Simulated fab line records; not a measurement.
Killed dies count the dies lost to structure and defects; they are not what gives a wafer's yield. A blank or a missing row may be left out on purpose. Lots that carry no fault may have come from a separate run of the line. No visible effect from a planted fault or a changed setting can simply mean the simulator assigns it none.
fab line records + flow nand_harc
[record]
- lots = 6
- wafers = 18
- last_day = 24
route steps=1159 shown A_SGD_CUT@767 A_SLIT@779 END@1159
lots that met no fault: from a run of the same line without faults
start_h: hours from the record's opening day to when the first of the lot's shown wafers began + wait_h: time in hours since the lot's previous step + " unchanged from the row above + L1.1+2: several wafers, shown together as one row + - no value present, or no start provided + * or withheld: withheld + < > ~ a bound
route shown NAME@n: names a module that has steps shown in the file, with the first one's number in the route + usual: mean/standard deviation of fault-free wafers + same: alike in all rows + chamber/n: place in a boat + sites: each site's reading + _std_site: the standard deviation of these + _edge_site: mean of outer sites minus mean of inner sites + radius_mm: for every site, how far away it sits from the centre of the wafer + mask NAME#n: copy n + behind: the tool/chamber that last shaped the wafer + hold: why the lot was held/for how many hours/how that ended + device: which transistor (n, p or np) failed to switch + end of line: at the end of the route, the tests of the same wafers + a step given without rows: its recipe and nothing more + killed: dies lost to structure and defects at the first sort, not the wafer's yield + map: a wafer's dies, marking killed ones x, the rest . and places with no die _
set.NAME: the setting that was run; set.NAME@STEP: the one run at that earlier step + model.NAME: the simulator's own value behind a step, which no gauge read
a table for each step, a row for each wafer; lots at some steps of the route
services: from which hour (start_h, from the record's first day; less than 0 if before it) a tool's chamber was out of use, for how many hours, and why
[[steps]]
[step NHARC_A_SGD_CUT_STRIP_17]
[recipe]
- o2_flow_sccm = 500
- ar_flow_sccm = 0
- bias_w = 0
- chemistry = O2
[usual]
- drypump_motor_current_A = 6.0/0.43
- o2_flow_sccm = 500.1/1.5
- oes_product_au = 1.001/0.0068
- rf_vpp_V = 57.7/0.82
- showerhead_plenum_p_Torr = 3.54/0.15
- throttle_valve_pct = 17.038/0.009
| lot.wafer | tool        | chamber | start_h | wait_h | drypump_motor_current_A | o2_flow_sccm | oes_product_au | rf_hours_counter_h | rf_vpp_V | showerhead_plenum_p_Torr | throttle_valve_pct |
|-----------|-------------|---------|---------|--------|-------------------------|--------------|----------------|--------------------|----------|--------------------------|--------------------|
| L155.4    | rie_diel-09 | 2       | -       | -      | 5.8                     | 502.4        | 0.996          | 3                  | 57.7     | 3.45                     | 17.043             |
| L155.2    | "           | 0       | "       | "      | 5.3                     | 500.9        | 0.998          | 4                  | 57.3     | 3.34                     | 17.035             |
| L155.1    | "           | 1       | "       | "      | 6.5                     | 498.6        | 0.999          | 3                  | 57.1     | 3.69                     | 17.022             |
| L157.1    | rie_diel-06 | 2       | -       | -      | 5.3                     | 499.7        | 0.998          | 8                  | 57.9     | 3.65                     | 17.028             |
| L157.3    | "           | 3       | "       | "      | 6.0                     | 499.9        | 1.005          | 8                  | 57.3     | 3.39                     | 17.031             |
| L157.4    | "           | 0       | "       | "      | 5.6                     | 500.3        | 1.002          | 7                  | 57.1     | 3.33                     | 17.033             |
| L169.3    | rie_diel-09 | 3       | -       | -      | 6.4                     | 503.4        | 1.013          | 15                 | 58.0     | 3.70                     | 17.024             |
| L169.6    | "           | 1       | "       | "      | 6.5                     | 497.0        | 1.008          | -                  | 57.7     | 3.68                     | 17.022             |
| L169.5    | "           | 2       | "       | "      | 5.8                     | 497.4        | 1.002          | -                  | 58.6     | 3.45                     | 17.025             |
| L167.1    | rie_diel-06 | 2       | -       | -      | 5.2                     | 498.8        | 1.009          | 16                 | 58.4     | 3.65                     | 17.034             |
| L167.2    | "           | 3       | "       | "      | 6.0                     | 503.7        | 0.997          | 16                 | 58.6     | 3.38                     | 17.029             |
| L167.4    | "           | 0       | "       | "      | 5.6                     | 502.3        | 0.995          | 14                 | 56.5     | 3.33                     | 17.040             |
| L176.3    | rie_diel-06 | 1       | -       | -      | 5.9                     | 500.5        | 0.999          | 2                  | 57.6     | 3.52                     | 17.041             |
| L176.4    | "           | 2       | "       | "      | 5.2                     | 500.4        | 0.992          | 2                  | 58.1     | 3.65                     | 17.034             |
| L176.1    | "           | 3       | "       | "      | 6.1                     | 498.4        | 0.997          | 2                  | 58.2     | 3.38                     | 17.048             |
| L178.4    | rie_diel-02 | 2       | -       | -      | 6.2                     | 500.2        | 0.992          | 7                  | 58.3     | 3.65                     | 17.035             |
| L178.3    | "           | 3       | "       | "      | 5.7                     | 499.9        | 0.985          | 7                  | 58.0     | 3.50                     | 17.029             |
| L178.6    | "           | 3       | "       | "      | 5.7                     | 501.2        | 1.000          | -                  | 59.6     | 3.50                     | 17.029             |
[step NHARC_A_SGD_CUT_PRECLEAN_18]
[recipe]
- time_s = *
- temp_c = 50
- bath_age_min = 0
- chemistry = SC1
[step NHARC_A_SGD_CUT_SRD_19]
[step NHARC_A_SGD_CUT_DEP_20]
[recipe]
- target_thk_a = 1500
- temp_c = 65
- material = SiO2
[step NHARC_A_SGD_CUT_ANNEAL_27]
[recipe]
- temp_c = 450
- time_s = 1800
[step NHARC_A_SGD_CUT_CMP_21]
[recipe]
- target_thk_nm = 148.19
[usual]
- motor_current_A = 12.2/1.4
- time_to_endpoint_s = 49.5/2.2
| lot.wafer | tool   | chamber | start_h | wait_h | motor_current_A | time_to_endpoint_s |
|-----------|--------|---------|---------|--------|-----------------|--------------------|
| L155.2    | cmp-01 | 0       | 304.24  | 0.4    | 13.7            | 52.1               |
| L155.4    | "      | 1       | "       | "      | 10.9            | 47.2               |
| L155.1    | "      | 2       | "       | "      | 12.3            | 50.5               |
| L157.4    | cmp-03 | 3       | 323.86  | 0.4    | 12.9            | 48.3               |
| L157.3    | "      | 0       | "       | "      | 11.3            | 48.7               |
| L157.1    | "      | 2       | "       | "      | 13.2            | 49.8               |
| L169.3    | cmp-01 | 2       | 387.58  | 0.4    | 12.3            | 47.7               |
| L169.6    | "      | 1       | "       | "      | 9.9             | 49.1               |
| L169.5    | "      | 2       | "       | "      | 12.8            | 45.9               |
| L167.1    | cmp-01 | 1       | 402.39  | 0.4    | 9.9             | 50.0               |
| L167.2    | "      | 2       | "       | "      | 12.3            | 50.5               |
| L167.4    | "      | 0       | "       | "      | 13.5            | 50.8               |
| L176.3    | cmp-03 | 1       | 443.73  | 0.4    | 13.9            | 50.1               |
| L176.1    | "      | 2       | "       | "      | 13.2            | 51.9               |
| L176.4    | "      | 3       | "       | "      | 12.7            | 49.8               |
| L178.3    | cmp-01 | 3       | 443.75  | 0.4    | 10.8            | 49.2               |
| L178.4    | "      | 0       | "       | "      | 13.7            | 49.5               |
| L178.6    | "      | 1       | "       | "      | 10.4            | 47.2               |
[step NHARC_A_SGD_CUT_THK_MEAS_22]
[recipe]
- thk_meas_gauge = ellipsometry
[usual]
- thk_nm = 148.2/1.3
| lot.wafer | tool          | chamber | start_h | wait_h | thk_nm |
|-----------|---------------|---------|---------|--------|--------|
| L155.1    | film_metro-02 | -       | 304.49  | 0.2    | 149.2  |
| L155.2    | "             | -       | "       | "      | 147.7  |
| L155.4    | "             | -       | "       | "      | 148.3  |
| L157.1    | film_metro-01 | -       | 324.12  | 0.2    | 147.1  |
| L157.3    | "             | -       | "       | "      | 146.9  |
| L157.4    | "             | -       | "       | "      | 149.3  |
| L169.3    | film_metro-01 | -       | 387.81  | 0.2    | 147.8  |
| L169.5    | "             | -       | "       | "      | 149.4  |
| L169.6    | "             | -       | "       | "      | 149.1  |
| L167.1    | film_metro-01 | -       | 402.65  | 0.2    | 146.7  |
| L167.2    | "             | -       | "       | "      | 149.3  |
| L167.4    | "             | -       | "       | "      | 145.5  |
| L176.1    | film_metro-02 | -       | 443.96  | 0.2    | 147.7  |
| L176.3    | "             | -       | "       | "      | 148.4  |
| L176.4    | "             | -       | "       | "      | 147.9  |
| L178.3    | film_metro-01 | -       | 443.96  | 0.2    | 148.8  |
| L178.4    | "             | -       | "       | "      | 148.6  |
| L178.6    | "             | -       | "       | "      | 147.9  |
[step NHARC_A_SGD_CUT_SRD_23]
[step NHARC_A_SGD_CUT_ETCH_26]
[recipe]
- target_depth_a = 458
- chemistry = dHF
- material = SiO2
[step NHARC_A_SGD_CUT_ETCHBACK_24]
[recipe]
- target_depth_a = 500
- over_etch_frac = 0.3
- time_s = 92.857
- ion_energy_ev = 120
- ch3f_flow_sccm = 50
- o2_flow_sccm = 30
- ar_flow_sccm = 200
- rf_w = 500
- bias_w = 100
- chemistry = CH3F/O2
[usual]
- drypump_motor_current_A = 5.9/0.41
- o2_flow_sccm = 30.00/0.093
- oes_product_au = 0.98/0.033
- rf_vpp_V = 244.3/1.8
- showerhead_plenum_p_Torr = 2.46/0.1
- throttle_valve_pct = 20.663/0.0097
| lot.wafer | tool        | chamber | start_h | wait_h | drypump_motor_current_A | o2_flow_sccm | oes_product_au | rf_hours_counter_h | rf_vpp_V | showerhead_plenum_p_Torr | throttle_valve_pct |
|-----------|-------------|---------|---------|--------|-------------------------|--------------|----------------|--------------------|----------|--------------------------|--------------------|
| L155.2    | rie_diel-09 | 2       | 304.71  | 0.1    | 5.8                     | 30.01        | 0.93           | 4                  | 243.0    | 2.40                     | 20.659             |
| L155.1    | "           | 3       | "       | "      | 6.3                     | 30.07        | 0.94           | 4                  | 246.0    | 2.59                     | 20.669             |
| L155.4    | "           | 0       | "       | "      | 5.3                     | 29.88        | 0.92           | 5                  | 244.1    | 2.32                     | 20.656             |
| L157.1    | rie_diel-06 | 3       | 324.46  | 0.1    | 6.0                     | 29.91        | 0.92           | 9                  | 241.8    | 2.35                     | 20.664             |
| L157.4    | "           | 0       | "       | "      | 5.6                     | 30.02        | 0.92           | 8                  | 242.3    | 2.32                     | 20.659             |
| L157.3    | "           | 1       | "       | "      | 6.0                     | 30.06        | 0.93           | 8                  | 243.5    | 2.46                     | 20.670             |
| L169.3    | rie_diel-06 | 3       | 388.12  | 0.2    | 6.0                     | 30.06        | 1.00           | 15                 | 241.2    | 2.35                     | 20.655             |
| L169.6    | "           | 1       | "       | "      | 5.9                     | 29.83        | 1.01           | -                  | 245.0    | 2.46                     | 20.658             |
| L169.5    | "           | 2       | "       | "      | 5.2                     | 29.96        | 1.01           | -                  | 244.1    | 2.55                     | 20.652             |
| L167.1    | rie_diel-06 | 1       | 402.89  | 0.2    | 6.0                     | 29.97        | 0.92           | 15                 | 244.9    | 2.45                     | 20.665             |
| L167.2    | "           | 2       | "       | "      | 5.2                     | 30.04        | 0.92           | 17                 | 245.7    | 2.54                     | 20.661             |
| L167.4    | "           | 3       | "       | "      | 6.0                     | 29.94        | 0.93           | 16                 | 241.9    | 2.35                     | 20.680             |
| L176.3    | rie_diel-02 | 3       | 444.20  | 0.2    | 5.7                     | 29.98        | 1.00           | 7                  | 244.0    | 2.44                     | 20.660             |
| L176.1    | "           | 0       | "       | "      | 6.4                     | 30.10        | 1.00           | 7                  | 248.6    | 2.64                     | 20.673             |
| L176.4    | "           | 1       | "       | "      | 6.7                     | 30.06        | 1.00           | 7                  | 244.0    | 2.48                     | 20.664             |
| L178.4    | rie_diel-09 | 3       | 444.21  | 0.2    | 6.3                     | 29.96        | 1.00           | 0                  | 245.7    | 2.58                     | 20.669             |
| L178.3    | "           | 1       | "       | "      | 6.5                     | 29.85        | 1.00           | 0                  | 246.5    | 2.57                     | 20.656             |
| L178.6    | "           | 3       | "       | "      | 6.3                     | 29.94        | 1.00           | -                  | 245.9    | 2.58                     | 20.659             |
[step NHARC_A_SGD_CUT_STRIP_28]
[recipe]
- time_s = 20
- o2_flow_sccm = 500
- ar_flow_sccm = 0
- bias_w = 0
- chemistry = O2
[usual]
- drypump_motor_current_A = 5.9/0.42
- o2_flow_sccm = 499.9/1.5
- oes_product_au = 1.000/0.0069
- rf_vpp_V = 57.7/1
- showerhead_plenum_p_Torr = 3.54/0.14
- throttle_valve_pct = 17.036/0.0092
| lot.wafer | tool        | chamber | start_h | wait_h | drypump_motor_current_A | o2_flow_sccm | oes_product_au | rf_hours_counter_h | rf_vpp_V | showerhead_plenum_p_Torr | throttle_valve_pct |
|-----------|-------------|---------|---------|--------|-------------------------|--------------|----------------|--------------------|----------|--------------------------|--------------------|
| L155.2    | rie_diel-09 | 2       | -       | -      | 5.8                     | 499.2        | 0.990          | 4                  | 57.2     | 3.45                     | 17.029             |
| L155.1    | "           | 0       | "       | "      | 5.3                     | 501.1        | 1.004          | 5                  | 56.9     | 3.34                     | 17.012             |
| L155.4    | "           | 1       | "       | "      | 6.5                     | 500.4        | 1.006          | 4                  | 56.5     | 3.69                     | 17.042             |
| L157.3    | rie_diel-06 | 0       | -       | -      | 5.6                     | 501.2        | 1.002          | 8                  | 56.0     | 3.33                     | 17.022             |
| L157.1    | "           | 2       | "       | "      | 5.2                     | 501.8        | 1.002          | 9                  | 55.8     | 3.65                     | 17.053             |
| L157.4    | "           | 3       | "       | "      | 6.0                     | 498.6        | 0.998          | 9                  | 56.5     | 3.38                     | 17.039             |
| L169.3    | rie_diel-06 | 0       | -       | -      | 5.6                     | 499.3        | 1.001          | 14                 | 56.9     | 3.33                     | 17.038             |
| L169.5    | "           | 3       | "       | "      | 6.1                     | 499.4        | 0.998          | -                  | 58.5     | 3.38                     | 17.021             |
| L169.6    | "           | 0       | "       | "      | 5.6                     | 498.5        | 1.004          | -                  | 56.2     | 3.33                     | 17.040             |
| L167.2    | rie_diel-06 | 0       | -       | -      | 5.6                     | 500.6        | 0.997          | 15                 | 56.1     | 3.33                     | 17.040             |
| L167.1    | "           | 1       | "       | "      | 5.9                     | 502.3        | 0.997          | 15                 | 57.2     | 3.52                     | 17.046             |
| L167.4    | "           | 2       | "       | "      | 5.2                     | 500.6        | 0.995          | 17                 | 56.8     | 3.65                     | 17.028             |
| L176.3    | rie_diel-02 | 2       | -       | -      | 6.2                     | 499.8        | 0.993          | 7                  | 57.3     | 3.65                     | 17.029             |
| L176.1    | "           | 3       | "       | "      | 5.7                     | 502.1        | 1.003          | 7                  | 57.4     | 3.50                     | 17.021             |
| L176.4    | "           | 0       | "       | "      | 6.4                     | 499.5        | 1.002          | 7                  | 57.3     | 3.79                     | 17.042             |
| L178.4    | rie_diel-09 | 2       | -       | -      | 5.8                     | 500.4        | 1.008          | 0                  | 57.7     | 3.44                     | 17.043             |
| L178.3    | "           | 3       | "       | "      | 6.3                     | 498.6        | 1.010          | 0                  | 58.2     | 3.69                     | 17.035             |
| L178.6    | "           | 1       | "       | "      | 6.5                     | 502.5        | 1.005          | -                  | 59.1     | 3.68                     | 17.028             |
[step NHARC_A_SGD_CUT_INSPECT_25]
[usual]
- raw_defect_count = 317/93
| lot.wafer | tool              | chamber | start_h | wait_h | raw_defect_count |
|-----------|-------------------|---------|---------|--------|------------------|
| L155.1    | defect_inspect-01 | -       | 304.95  | -      | 287              |
| L155.2    | "                 | -       | "       | "      | 241              |
| L155.4    | "                 | -       | "       | "      | 325              |
| L157.1    | defect_inspect-01 | -       | 324.70  | -      | 237              |
| L157.3    | "                 | -       | "       | "      | 160              |
| L157.4    | "                 | -       | "       | "      | 261              |
| L169.3    | defect_inspect-02 | -       | 388.34  | -      | 251              |
| L169.5    | "                 | -       | "       | "      | 328              |
| L169.6    | "                 | -       | "       | "      | 338              |
| L167.1    | defect_inspect-02 | -       | 403.12  | -      | 266              |
| L167.2    | "                 | -       | "       | "      | 239              |
| L167.4    | "                 | -       | "       | "      | 562              |
| L176.1    | defect_inspect-02 | -       | 444.42  | -      | 614              |
| L176.3    | "                 | -       | "       | "      | 397              |
| L176.4    | "                 | -       | "       | "      | 359              |
| L178.3    | defect_inspect-01 | -       | 444.45  | -      | 239              |
| L178.4    | "                 | -       | "       | "      | 320              |
| L178.6    | "                 | -       | "       | "      | 361              |
[step NHARC_A_SLIT_DEP_25]
[recipe]
- target_thk_a = 2000
- temp_c = 400
- pressure_torr = 6.5
- rf_w = 900
- teos_flow_sccm = 161.4
- flow_sccm = 2650
- target_thk_nm = 200
- gas = O2
- material = SiO2
[usual]
- chamber_pressure_Torr = 6.498/0.014
- flow_sccm = 2649/7.6
- heater_power_w = 536/90
- mfc_precursor_sccm = 161.5/0.52
- throttle_valve_pct = 16.1/0.53
| lot.wafer | tool     | chamber | start_h | wait_h | chamber_pressure_Torr | flow_sccm | heater_power_w | mfc_precursor_sccm | since_wet_clean_h | throttle_valve_pct |
|-----------|----------|---------|---------|--------|-----------------------|-----------|----------------|--------------------|-------------------|--------------------|
| L155.2    | pecvd-02 | 1       | 305.02  | 0.1    | 6.498                 | 2653      | 411            | 161.8              | 138               | 16.3               |
| L155.1    | "        | 2       | "       | "      | 6.510                 | 2648      | 656            | 161.9              | 138               | 15.7               |
| L155.4    | "        | 0       | "       | "      | 6.475                 | 2646      | 553            | 162.3              | -                 | 15.8               |
| L157.1    | pecvd-01 | 1       | 324.81  | 0.1    | 6.480                 | 2664      | 525            | 160.7              | 75                | 15.1               |
| L157.3    | "        | 2       | "       | "      | 6.506                 | 2638      | 554            | 161.1              | 75                | 16.5               |
| L157.4    | "        | 0       | "       | "      | 6.496                 | 2655      | 729            | 161.0              | -                 | 16.7               |
| L169.3    | pecvd-01 | 0       | 388.61  | 0.3    | -                     | -         | -              | -                  | -                 | -                  |
| L169.6    | "        | 2       | "       | "      | -                     | -         | -              | -                  | -                 | -                  |
| L169.5    | "        | 0       | "       | "      | -                     | -         | -              | -                  | -                 | -                  |
| L167.2    | pecvd-01 | 2       | 403.19  | 0.1    | -                     | -         | -              | -                  | -                 | -                  |
| L167.1    | "        | 1       | "       | "      | -                     | -         | -              | -                  | -                 | -                  |
| L167.4    | "        | 1       | "       | "      | -                     | -         | -              | -                  | -                 | -                  |
| L176.1    | pecvd-02 | 2       | 444.74  | 0.3    | 6.501                 | 2660      | 585            | 161.5              | 97                | 15.6               |
| L176.3    | "        | 0       | "       | "      | 6.487                 | 2642      | 509            | 161.4              | 97                | 15.3               |
| L176.4    | "        | 0       | "       | "      | 6.474                 | 2640      | 500            | 161.9              | -                 | 15.6               |
| L178.3    | pecvd-03 | 1       | 444.76  | 0.3    | 6.478                 | 2654      | 574            | 161.0              | 131               | 16.3               |
| L178.6    | "        | 0       | "       | "      | 6.537                 | 2661      | 506            | 161.1              | -                 | 16.1               |
| L178.4    | "        | 2       | "       | "      | 6.515                 | 2643      | 457            | 162.5              | -                 | 16.8               |
[step NHARC_A_SLIT_DEP_00]
[recipe]
- target_thk_a = 32000
- temp_c = 400
- material = aC
[usual]
- susceptor_temp_C = 399.97/0.19
- throttle_valve_pct = 35.000/0.009
| lot.wafer | tool       | chamber | start_h | wait_h | susceptor_temp_C | throttle_valve_pct |
|-----------|------------|---------|---------|--------|------------------|--------------------|
| L155.1    | acl_dep-03 | 0       | 308.79  | -      | -                | 34.992             |
| L155.2    | "          | 0       | "       | "      | -                | 35.004             |
| L155.4    | "          | 0       | "       | "      | -                | 35.014             |
| L157.1    | acl_dep-02 | 0       | 325.10  | -      | -                | 35.012             |
| L157.3    | "          | 0       | "       | "      | -                | 34.995             |
| L157.4    | "          | 0       | "       | "      | -                | 35.014             |
| L169.3    | acl_dep-02 | 0       | 390.47  | 1.8    | -                | 35.009             |
| L169.5    | "          | 0       | "       | "      | -                | 34.986             |
| L169.6    | "          | 0       | "       | "      | -                | 34.999             |
| L167.1    | acl_dep-01 | 0       | 403.53  | 0.2    | 400.29           | 34.992             |
| L167.2    | "          | 0       | "       | "      | 400.06           | 34.995             |
| L167.4    | "          | 0       | "       | "      | 400.05           | 35.001             |
| L176.1    | acl_dep-03 | 0       | 445.04  | -      | -                | 35.010             |
| L176.3    | "          | 0       | "       | "      | -                | 35.002             |
| L176.4    | "          | 0       | "       | "      | -                | 34.972             |
| L178.3    | acl_dep-02 | 0       | 447.32  | -      | -                | 35.009             |
| L178.4    | "          | 0       | "       | "      | -                | 35.010             |
| L178.6    | "          | 0       | "       | "      | -                | 34.998             |
[step NHARC_END_SORT_01]
[recipe]
- temp_c = 25
[usual]
- killed_at_array = 28/8.9
- killed_at_other = 0.8/1.2
- killed_at_periphery = 3.3/2.3
- killed_dies = 32/9.4
- killed_open = 3.2/1.8
- killed_short = 1.9/1.4
[same]
- gross_dies = 677
| lot.wafer | tool      | chamber | start_h | wait_h | killed_at_array | killed_at_other | killed_at_periphery | killed_dies | killed_open | killed_short |
|-----------|-----------|---------|---------|--------|-----------------|-----------------|---------------------|-------------|-------------|--------------|
| L169.3    | prober-01 | 0       | 519.12  | 3.1    | 675             | 0               | 2                   | 677         | 3           | 2            |
| L169.5    | prober-01 | 0       | 520.70  | 3.7    | 676             | 0               | 1                   | 677         | 4           | 1            |
| L169.6    | prober-01 | 0       | 521.49  | 4.0    | 674             | 2               | 1                   | 677         | 4           | 2            |
| L167.1    | prober-02 | 0       | 529.35  | 2.5    | 670             | 6               | 1                   | 677         | 2           | 0            |
| L167.2    | prober-02 | 0       | 530.16  | 2.8    | 669             | 3               | 5                   | 677         | 5           | 2            |
| L167.4    | prober-02 | 0       | 531.78  | 3.4    | 668             | 3               | 6                   | 677         | 3           | 1            |
| L178.3    | prober-01 | 0       | 569.07  | 3.1    | 36              | 3               | 0                   | 39          | 3           | 0            |
| L178.4    | prober-01 | 0       | 569.87  | 3.4    | 38              | 2               | 3                   | 43          | 2           | 1            |
| L178.6    | prober-01 | 0       | 571.46  | 4.0    | 25              | 1               | 0                   | 26          | 2           | 1            |
// killed by level:class
L169.3 A_SLIT:area_dep=644 A_CHANNEL_HOLE_D1:chamber_film_flake=18 A_CONTACT:chamber_film_flake=4 A_STAIRCASE:chamber_film_flake=3 A_M1:chamber_film_flake=2 P_CONTACT:geometric_particle:open=1 P_M0:geometric_particle:short=1 A_SOURCE_PLATE:geometric_particle:short=1
L169.5 A_SLIT:area_dep=653 A_CHANNEL_HOLE_D1:chamber_film_flake=12 A_STAIRCASE:chamber_film_flake=3 A_CONTACT:geometric_particle:open=2 A_WL_FILL:chamber_film_flake=2 A_CONTACT:chamber_film_flake=2 P_GATE:geometric_particle:open=1 A_ONON_D1:geometric_particle:open=1
L169.6 A_SLIT:area_dep=641 A_CHANNEL_HOLE_D1:chamber_film_flake=19 A_STAIRCASE:chamber_film_flake=7 A_CONTACT:chamber_film_flake=2 P_M0:geometric_particle:open=1 A_ONON_D1:geometric_particle:open=1 A_CHANNEL_FILL_D1:geometric_particle:short=1 A_WL_FILL:geometric_particle:short=1
L167.1 A_SLIT:area_dep=633 A_CHANNEL_HOLE_D1:chamber_film_flake=19 A_STAIRCASE:chamber_film_flake=9 A_CONTACT:chamber_film_flake=8 THIN_TSV:chamber_film_flake=6 P_GATE:geometric_particle:open=1 A_WL_FILL:geometric_particle:open=1
L167.2 A_SLIT:area_dep=630 A_CHANNEL_HOLE_D1:chamber_film_flake=14 A_CONTACT:chamber_film_flake=12 A_STAIRCASE:chamber_film_flake=8 THIN_TSV:chamber_film_flake=3 A_M0:geometric_particle:short=2 P_STI:chamber_film_flake=2 P_GATE:geometric_particle:open=1
L167.4 A_SLIT:area_dep=636 A_CHANNEL_HOLE_D1:chamber_film_flake=13 A_STAIRCASE:chamber_film_flake=10 A_CONTACT:chamber_film_flake=7 THIN_TSV:chamber_film_flake=3 P_CONTACT:geometric_particle:open=2 P_STI:chamber_film_flake=2 A_ONON_D1:geometric_particle:short=1
L178.3 A_SLIT:chamber_film_flake=17 A_CHANNEL_HOLE_D1:chamber_film_flake=11 THIN_TSV:chamber_film_flake=3 A_CONTACT:geometric_particle:open=2 A_WL_FILL:chamber_film_flake=2 A_M0:geometric_particle:open=1 A_ZERO_WELL:chamber_film_flake=1 A_SGD_CUT:chamber_film_flake=1
L178.4 A_SLIT:chamber_film_flake=20 A_CHANNEL_HOLE_D1:chamber_film_flake=8 A_CONTACT:chamber_film_flake=4 P_GATE:chamber_film_flake=2 A_WL_FILL:chamber_film_flake=2 THIN_TSV:chamber_film_flake=2 P_M1:geometric_particle:open=1 A_SGD_CUT:geometric_particle:short=1
L178.6 A_SLIT:chamber_film_flake=14 A_CHANNEL_HOLE_D1:chamber_film_flake=5 A_CONTACT:geometric_particle:open=1 A_M0:geometric_particle:open=1 A_M0:geometric_particle:short=1 A_CHANNEL_FILL_D1:chamber_film_flake=1 A_STAIRCASE:chamber_film_flake=1 A_WL_FILL:chamber_film_flake=1
// map L167.1 (x killed, . not)
____________x____________
_________xxxxxxx_________
_______xxxxxxxxxxx_______
______xxxxxxxxxxxxx______
_____xxxxxxxxxxxxxxx_____
____xxxxxxxxxxxxxxxxx____
____xxxxxxxxxxxxxxxxx____
___xxxxxxxxxxxxxxxxxxx___
___xxxxxxxxxxxxxxxxxxx___
__xxxxxxxxxxxxxxxxxxxxx__
__xxxxxxxxxxxxxxxxxxxxx__
_xxxxxxxxxxxxxxxxxxxxxxx_
_xxxxxxxxxxxxxxxxxxxxxxx_
_xxxxxxxxxxxxxxxxxxxxxxx_
_xxxxxxxxxxxxxxxxxxxxxxx_
_xxxxxxxxxxxxxxxxxxxxxxx_
xxxxxxxxxxxxxxxxxxxxxxxxx
xxxxxxxxxxxxxxxxxxxxxxxxx
xxxxxxxxxxxxxxxxxxxxxxxxx
xxxxxxxxxxxxxxxxxxxxxxxxx
xxxxxxxxxxxxxxxxxxxxxxxxx
_xxxxxxxxxxxxxxxxxxxxxxx_
_xxxxxxxxxxxxxxxxxxxxxxx_
_xxxxxxxxxxxxxxxxxxxxxxx_
_xxxxxxxxxxxxxxxxxxxxxxx_
_xxxxxxxxxxxxxxxxxxxxxxx_
__xxxxxxxxxxxxxxxxxxxxx__
__xxxxxxxxxxxxxxxxxxxxx__
___xxxxxxxxxxxxxxxxxxx___
___xxxxxxxxxxxxxxxxxxx___
____xxxxxxxxxxxxxxxxx____
____xxxxxxxxxxxxxxxxx____
_____xxxxxxxxxxxxxxx_____
______xxxxxxxxxxxxx______
_______xxxxxxxxxxx_______
_________xxxxxxx_________
____________x____________
// map L169.3 (x killed, . not)
____________x____________
_________xxxxxxx_________
_______xxxxxxxxxxx_______
______xxxxxxxxxxxxx______
_____xxxxxxxxxxxxxxx_____
____xxxxxxxxxxxxxxxxx____
____xxxxxxxxxxxxxxxxx____
___xxxxxxxxxxxxxxxxxxx___
___xxxxxxxxxxxxxxxxxxx___
__xxxxxxxxxxxxxxxxxxxxx__
__xxxxxxxxxxxxxxxxxxxxx__
_xxxxxxxxxxxxxxxxxxxxxxx_
_xxxxxxxxxxxxxxxxxxxxxxx_
_xxxxxxxxxxxxxxxxxxxxxxx_
_xxxxxxxxxxxxxxxxxxxxxxx_
_xxxxxxxxxxxxxxxxxxxxxxx_
xxxxxxxxxxxxxxxxxxxxxxxxx
xxxxxxxxxxxxxxxxxxxxxxxxx
xxxxxxxxxxxxxxxxxxxxxxxxx
xxxxxxxxxxxxxxxxxxxxxxxxx
xxxxxxxxxxxxxxxxxxxxxxxxx
_xxxxxxxxxxxxxxxxxxxxxxx_
_xxxxxxxxxxxxxxxxxxxxxxx_
_xxxxxxxxxxxxxxxxxxxxxxx_
_xxxxxxxxxxxxxxxxxxxxxxx_
_xxxxxxxxxxxxxxxxxxxxxxx_
__xxxxxxxxxxxxxxxxxxxxx__
__xxxxxxxxxxxxxxxxxxxxx__
___xxxxxxxxxxxxxxxxxxx___
___xxxxxxxxxxxxxxxxxxx___
____xxxxxxxxxxxxxxxxx____
____xxxxxxxxxxxxxxxxx____
_____xxxxxxxxxxxxxxx_____
______xxxxxxxxxxxxx______
_______xxxxxxxxxxx_______
_________xxxxxxx_________
____________x____________
[[services]]
| tool        | chamber | start_h | hours | kind   |
|-------------|---------|---------|-------|--------|
| pecvd-02    | -       | 283.94  | 0.8   | repair |
| rie_diel-09 | -       | 287.55  | 0.9   | repair |
| cmp-01      | -       | 288.97  | 7.4   | repair |
| cmp-01      | -       | 300.09  | 4.0   | pm     |
| cmp-01      | -       | 313.71  | 0.3   | repair |
| cmp-03      | -       | 316.62  | 0.7   | repair |
| cmp-01      | -       | 327.60  | 0.9   | repair |
| rie_diel-02 | -       | 327.70  | 9.0   | pm     |
| pecvd-02    | -       | 334.97  | 13.0  | pm     |
| acl_dep-02  | -       | 349.60  | 13.0  | pm     |
| cmp-03      | -       | 352.09  | 4.0   | pm     |
| pecvd-02    | 0       | 354.86  | 18.9  | repair |
| rie_diel-02 | 1       | 364.55  | 9.2   | repair |
| rie_diel-02 | 0       | 370.83  | 3.7   | repair |
| cmp-01      | -       | 383.21  | 0.2   | repair |
| rie_diel-02 | 2       | 383.72  | 14.0  | repair |
| cmp-01      | -       | 398.15  | 4.0   | pm     |
| rie_diel-06 | 3       | 399.70  | 2.4   | repair |
| rie_diel-02 | 1       | 410.57  | 7.7   | repair |
| pecvd-01    | -       | 418.00  | 13.0  | pm     |
| rie_diel-06 | -       | 418.21  | 9.0   | pm     |
| rie_diel-09 | -       | 431.10  | 9.0   | pm     |
| cmp-01      | -       | 434.06  | 0.8   | repair |
| cmp-01      | -       | 447.12  | 0.3   | repair |
[[key]]
[first_sign]
- step = NHARC_A_SLIT_DEP_25
- reading = tool_record
- direction = missing
[effect]
- step = NHARC_END_SORT_01
- reading = killed_at_array
- direction = up
- sigmas = 72
- usual = 28
- struck = 672
[more_kills_born_at]
- NHARC_A_SLIT_DEP_25@pecvd-01 = 3837
met_at NHARC_A_SLIT_DEP_25
struck_wafers L167.1,L167.2,L167.4,L169.3,L169.5,L169.6
later_rows_left_out L167.1,L167.2,L167.4,L169.3,L169.5,L169.6
tester_left_out L167,L169
onset_between 324.81 388.61
[fault]
- kind = skipped_step_whole
- tool = pecvd-01
- chamber = -
- onset_h = 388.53
- steps = NHARC_A_SLIT_DEP_25
- scope = struck_lots_only
// tester_left_out: of these lots the tester's yield and bins aren't shown, on N5 and GAA mostly nor the transistor test; their killed dies are dies lost to structure and defects alone, not to doping, threshold or leakage, so they don't give the yield
// later_rows_left_out: the simulator's readings of these wafers behind a module that went badly wrong aren't trusted and aren't shown, but for the sort
